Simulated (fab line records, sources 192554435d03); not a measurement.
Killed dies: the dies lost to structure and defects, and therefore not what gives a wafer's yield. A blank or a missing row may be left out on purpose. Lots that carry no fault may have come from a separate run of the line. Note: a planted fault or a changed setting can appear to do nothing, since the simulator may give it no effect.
Chamber matching + flow n5 finfet + N5_BEOL_M4_STRIP_19 on rie diel-01: 4 sister chambers
The step strips in O2. 8 wafers are shown with their chamber, then 7 later ones without.

WAFERS, EACH WITH ITS CHAMBER
| wafer  | chamber | drypump motor current A (A) | throttle valve pct (%) |
|--------|---------|-----------------------------|------------------------|
| L077.6 | 3       | 6.1                         | 16.72                  |
| L086.1 | 0       | 6.0                         | 16.58                  |
| L086.5 | 2       | 5.2                         | 16.20                  |
| L086.6 | 3       | 6.1                         | 16.76                  |
| L089.2 | 0       | 6.0                         | 16.59                  |
| L089.5 | 1       | 6.7                         | 16.69                  |
| L094.2 | 2       | 5.1                         | 16.24                  |
| L094.4 | 1       | 6.7                         | 16.72                  |

WAFERS MISSING THEIR CHAMBER
| wafer  | drypump motor current A (A) | throttle valve pct (%) |
|--------|-----------------------------|------------------------|
| L094.5 | 6.7                         | 16.71                  |
| L096.2 | 6.0                         | 16.63                  |
| L096.3 | 5.2                         | 16.25                  |
| L096.6 | 6.1                         | 16.81                  |
| L097.1 | 6.1                         | 16.80                  |
| L097.5 | 6.1                         | 16.80                  |
| L097.6 | 6.0                         | 16.64                  |

CHAMBER TAKEN BY EACH
| wafer  | from the rows above | in truth |
|--------|---------------------|----------|
| L094.5 | 1                   | 1        |
| L096.2 | 0                   | 0        |
| L096.3 | 2                   | 2        |
| L096.6 | 3                   | 3        |
| L097.1 | 3                   | 3        |
| L097.5 | 3                   | 3        |
| L097.6 | 0                   | 0        |
Placed correctly: 7 of 7. Left unplaced by these rows: 0. Number placed wrongly: 0.
How it was worked out, from the rows above alone: a wafer's distance from a chamber is the root of the sum, over the readings, of the square of ((its reading less the chamber's mean) divided by the reading's scatter). If the next closest chamber is less than 2 further off than the closest, the wafer can't be placed; otherwise it belongs to the closest. A chamber's mean is the mean of its shown wafers. The scatter: the root of (the sum of the squares of (reading less its chamber's mean) over the shown wafers, divided by (wafers less chambers)).
